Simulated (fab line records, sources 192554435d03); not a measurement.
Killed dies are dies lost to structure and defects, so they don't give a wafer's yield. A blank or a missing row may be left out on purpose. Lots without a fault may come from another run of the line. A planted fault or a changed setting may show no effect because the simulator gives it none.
Split-lot experiment | flow n5_finfet | 7 lots, 21 wafers read, on a route of 1938 steps

THE SPLIT
At N5_BEOL_M2_EXPOSE_08 (exposes mask M2), the setting dose_mj was moved away from the recipe's 41.25 on 8 of the 21 wafers read, by -5.0% to +7.4%. The other wafers ran this setting at the recipe's value.

FROM THE SPLIT TO THE READING: what the file shows between them, 17 steps
- N5_BEOL_M2_PEB_09: peb time 60 s
- N5_BEOL_M2_DEVELOP_10: develop time 30 s
- N5_BEOL_M2_CD_MEAS_11: target cd 16.79 nm
- N5_BEOL_M2_DESCUM_16: chemistry O2, time 7 s
- N5_BEOL_M2_ETCH_74: etches underlayer in N2/H2, target depth 6.5 nm, time 5.2 s
- N5_BEOL_M2_ETCH_63: etches SiARC in CF4, target depth 15.6 nm, time 26 s
- N5_BEOL_M2_ETCH_64: etches SOC in N2/H2, target depth 75 nm, overetch 22.5 nm, time 121.9 s
- N5_BEOL_M2_STRIP_65: strips in N2/H2
- N5_BEOL_M2_STRIP_75: strips in N2/H2
- N5_BEOL_M2_STRIP_66: strips in CF4
- N5_BEOL_M2_HM_OPEN_17: chemistry Cl2/BCl3, target TiN, target depth 20 nm, overetch 6 nm
- N5_BEOL_M2_STRIP_19: strips in O2
- N5_BEOL_M2_CD_MEAS_18: pitch 36 nm, target cd 18 nm
- N5_BEOL_M2_COAT_67: time 60 s, resist thk 60 nm
- N5_BEOL_M2_COAT_68: time 60 s, resist thk 12 nm
- N5_BEOL_M2_PRECLEAN_42: cleans in residue remover, time 60 s
- N5_BEOL_M2_SRD_43: time 30 s

THE READING
cd_nm, in nm, at N5_BEOL_M2_CD_MEAS_35 (target cd 18 nm, target cd y 22.2 nm). Fault-free wafers of this fab line usually give 18.06 nm, standard deviation 0.25 nm.

wafer  | tool, chamber at the split | dose_mj as run | against the recipe | cd_nm, nm | against lot-mates on the recipe
L077.3 | euv_scanner-01, 0          | 44.3           | +7.4%              | 19.26     | +1.55
L077.4 | euv_scanner-01, 0          | 44.3           | +7.4%              | 19.39     | +1.68
L077.5 | euv_scanner-01, 0          | 41.25          | recipe             | 17.71     | -
L079.1 | euv_scanner-01, 0          | 42.64          | +3.4%              | 18.79     | +1.03
L079.3 | euv_scanner-01, 0          | 42.64          | +3.4%              | 18.54     | +0.78
L079.5 | euv_scanner-01, 0          | 41.25          | recipe             | 17.76     | -
L080.2 | euv_scanner-01, 0          | 41.25          | recipe             | 17.45     | -
L080.5 | euv_scanner-01, 0          | 39.18          | -5.0%              | 16.79     | -0.66
L080.6 | euv_scanner-01, 0          | 39.18          | -5.0%              | 16.40     | -1.05
L085.1 | euv_scanner-01, 0          | 41.25          | recipe             | 18.48     | -
L085.5 | euv_scanner-01, 0          | 44.16          | +7.1%              | 19.43     | +1.21
L085.6 | euv_scanner-01, 0          | 41.25          | recipe             | 17.95     | -
L088.2 | euv_scanner-01, 0          | 41.25          | recipe             | 17.86     | -
L088.3 | euv_scanner-01, 0          | 44.02          | +6.7%              | 19.22     | +1.42
L088.6 | euv_scanner-01, 0          | 41.25          | recipe             | 17.73     | -
L092.1 | euv_scanner-01, 0          | 41.25          | recipe             | 18.04     | -
L092.2 | euv_scanner-01, 0          | 41.25          | recipe             | 18.08     | -
L092.3 | euv_scanner-01, 0          | 41.25          | recipe             | 17.87     | -
L095.1 | euv_scanner-02, 0          | 41.25          | recipe             | 17.89     | -
L095.3 | euv_scanner-02, 0          | 41.25          | recipe             | 18.25     | -
L095.6 | euv_scanner-02, 0          | 41.25          | recipe             | 18.11     | -

THE FIT
A straight line over all 21 wafers: cd_nm changes by +0.214 nm for each +1% of dose_mj; r = +0.95; the points scatter about the line by 0.24 nm.
The same after taking each lot's own level away (the mean of its wafers on the recipe; 21 wafers): +0.201 nm for each +1%; r = +0.97; scatter 0.17 nm.
On that fit, the largest move of dose_mj shifts the reading by 1.5 nm.
The lots' own levels span 17.450 to 18.215 nm, that is 3.1 times the standard deviation above.
So the lot-to-lot level changes the slope little: the two slopes agree.
Check: with one of the wafers moved furthest among these (+7.4%) left out of the fit, the line predicts +1.52 nm for it against its lot-mates. It came out at +1.55 nm against them.

THE WHOLE CHAIN: every reading that the file lists as answering this split, in the file's order
step                  | what it does                                                            | reading                                                               | change (the file's fit)               | r (the file's)
N5_BEOL_M2_CD_MEAS_11 | target cd 16.79 nm                                                      | cd_nm                                                                 | +0.191 nm for each +1% of the setting | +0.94
N5_BEOL_M2_ETCH_74    | etches underlayer in N2/H2, target depth 6.5 nm, time 5.2 s             | BEOL_M2.cd_offset_nm (the simulator's own value, which no gauge read) | +0.21 nm for each +1% of the setting  | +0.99
N5_BEOL_M2_ETCH_64    | etches SOC in N2/H2, target depth 75 nm, overetch 22.5 nm, time 121.9 s | BEOL_M2.cd_offset_nm (the simulator's own value, which no gauge read) | +0.19 nm for each +1% of the setting  | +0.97
N5_BEOL_M2_HM_OPEN_17 | chemistry Cl2/BCl3, target TiN, target depth 20 nm, overetch 6 nm       | BEOL_M2.cd_offset_nm (the simulator's own value, which no gauge read) | +0.195 nm for each +1% of the setting | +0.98
N5_BEOL_M2_CD_MEAS_18 | pitch 36 nm, target cd 18 nm                                            | cd_nm                                                                 | +0.181 nm for each +1% of the setting | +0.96
N5_BEOL_M2_CD_MEAS_35 | target cd 18 nm, target cd y 22.2 nm                                    | cd_nm                                                                 | +0.201 nm for each +1% of the setting | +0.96

THE FILE'S OWN FIT
cd_nm changes by +0.201 nm for each +1% of dose_mj, r = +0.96.
